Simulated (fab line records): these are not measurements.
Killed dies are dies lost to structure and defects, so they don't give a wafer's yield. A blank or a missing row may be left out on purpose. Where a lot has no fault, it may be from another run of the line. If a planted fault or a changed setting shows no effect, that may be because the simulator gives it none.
Split-lot study | flow n5 finfet | 21 wafers read across 7 lots, on a route 1938 steps long

ON THE SPLIT
At N5_BEOL_M10_COAT_63 (time 60 s, resist thk 100 nm), the setting spin rpm was moved away from the recipe's 1500 rpm on 9 of the 21 wafers read, by -9.7% to +5.4%. This setting was run at the recipe's value on the other wafers.

FROM THE SPLIT TO THE READING: what the file shows between them, 7 steps
- N5_BEOL_M10_PEB_26: peb time 60 s (also split here: peb time s)
- N5_BEOL_M10_DEVELOP_27: develop time 30 s
- N5_BEOL_M10_CD_MEAS_28: target cd 70 nm
- N5_BEOL_M10_DESCUM_33: chemistry O2, time 7.9 s
- N5_BEOL_M10_ETCH_65: etches SiARC in CF4, target depth 39 nm, time 65 s
- N5_BEOL_M10_ETCH_66: etches SOC in N2/H2, target depth 120 nm, overetch 24 nm, time 180 s
- N5_BEOL_M10_STRIP_69: strips in N2/H2

THE READING
SOC_of_BEOL_M10_COAT_63.thk nm (the simulator's own value, which no gauge read), in nm, at N5_BEOL_M10_VIA_ETCH_34 (etches SiCOH lowk in C4F6/O2, target depth 184.5 nm, time 69.2 s). The file does not state a usual value for it. Here, 12 wafers ran the recipe; their average is 91.9 nm with a standard deviation of 0.15 nm.

wafer  | tool, chamber at the split | spin rpm as run, rpm | against the recipe | SOC_of_BEOL_M10_COAT_63.thk nm, nm | against lot-mates on the recipe
L074.2 | litho track-05, 0          | 1500                 | recipe             | 92                                 | -
L074.5 | litho track-05, 0          | 1500                 | recipe             | 92                                 | -
L074.6 | litho track-05, 0          | 1500                 | recipe             | 91.8                               | -
L077.1 | litho track-04, 0          | 1581                 | +5.4%              | 89.4                               | -2.6
L077.3 | litho track-04, 0          | 1500                 | recipe             | 92                                 | -
L077.4 | litho track-04, 0          | 1581                 | +5.4%              | 89.2                               | -2.8
L079.3 | litho track-01, 0          | 1500                 | recipe             | 91.6                               | -
L079.5 | litho track-01, 0          | 1354                 | -9.7%              | 97.2                               | +5.6
L079.6 | litho track-01, 0          | 1354                 | -9.7%              | 96.8                               | +5.2
L080.2 | litho track-05, 0          | 1415                 | -5.7%              | 94.6                               | +2.8
L080.3 | litho track-05, 0          | 1500                 | recipe             | 91.8                               | -
L080.5 | litho track-05, 0          | 1415                 | -5.7%              | 94.4                               | +2.6
L090.4 | litho track-05, 0          | 1500                 | recipe             | 92                                 | -
L090.5 | litho track-05, 0          | 1500                 | recipe             | 92                                 | -
L090.6 | litho track-05, 0          | 1576                 | +5.1%              | 89.8                               | -2.2
L093.3 | litho track-05, 0          | 1500                 | recipe             | 91.8                               | -
L093.5 | litho track-05, 0          | 1500                 | recipe             | 92                                 | -
L093.6 | litho track-05, 0          | 1500                 | recipe             | 92.2                               | -
L097.1 | litho track-01, 0          | 1554                 | +3.6%              | 90                                 | -2.0
L097.3 | litho track-01, 0          | 1500                 | recipe             | 92                                 | -
L097.4 | litho track-01, 0          | 1554                 | +3.6%              | 90.2                               | -1.8

FIT RESULTS
A straight line over all 21 wafers: SOC_of_BEOL_M10_COAT_63.thk nm changes by -0.495 nm for each +1% of spin rpm; r = -1.00; the points scatter about the line by 0.2 nm.
The same after taking each lot's own level away (the mean of its wafers on the recipe; 21 wafers): -0.521 nm for each +1%; r = -1.00; scatter 0.2 nm.
On that fit, the largest move of spin rpm shifts the reading by 5.1 nm.
Across the lots, their own levels run from 91.60 to 92.00 nm, a range of 2.7 times the standard deviation given above.
The two slopes are in agreement: the lot-to-lot level therefore moves the slope only a little.
Check: for one of the wafers moved furthest among these (-9.7%), held out of the fit, the line's prediction against its lot-mates is +4.91 nm. Against them it came out at +5.6 nm.

OTHER SPLITS APPLIED TO THESE WAFERS
Note: prior to the reading, these wafers also went through further splits. Each is held against what the fit with the lots' levels taken away leaves over:
other split on the same wafers   | wafers away from the commonest value | r with SOC_of_BEOL_M10_COAT_63.thk nm (lot level and that fit taken away)
N5_BEOL_M9_TRENCH_ETCH_37 time s | 6                                    | -0.29
N5_BEOL_M10_PEB_26 peb time s    | 7                                    | -0.42

THE WHOLE CHAIN: every reading that the file lists as answering this split, in the file's order
step                    | what it does                                                         | reading                                                                         | change (the file's fit)               | r (the file's)
N5_BEOL_M10_COAT_63     | time 60 s, resist thk 100 nm                                         | SOC_of_BEOL_M10_COAT_63.thk nm (the simulator's own value, which no gauge read) | -0.501 nm for each +1% of the setting | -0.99
N5_BEOL_M10_ETCH_66     | etches SOC in N2/H2, target depth 120 nm, overetch 24 nm, time 180 s | etch.depth nm (the simulator's own value, which no gauge read)                  | -0.505 nm for each +1% of the setting | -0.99
N5_BEOL_M10_VIA_ETCH_34 | etches SiCOH lowk in C4F6/O2, target depth 184.5 nm, time 69.2 s     | SOC_of_BEOL_M10_COAT_63.thk nm (the simulator's own value, which no gauge read) | -0.516 nm for each +1% of the setting | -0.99

FILE'S OWN FIT
SOC_of_BEOL_M10_COAT_63.thk nm changes by -0.516 nm for each +1% of spin rpm, r = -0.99.
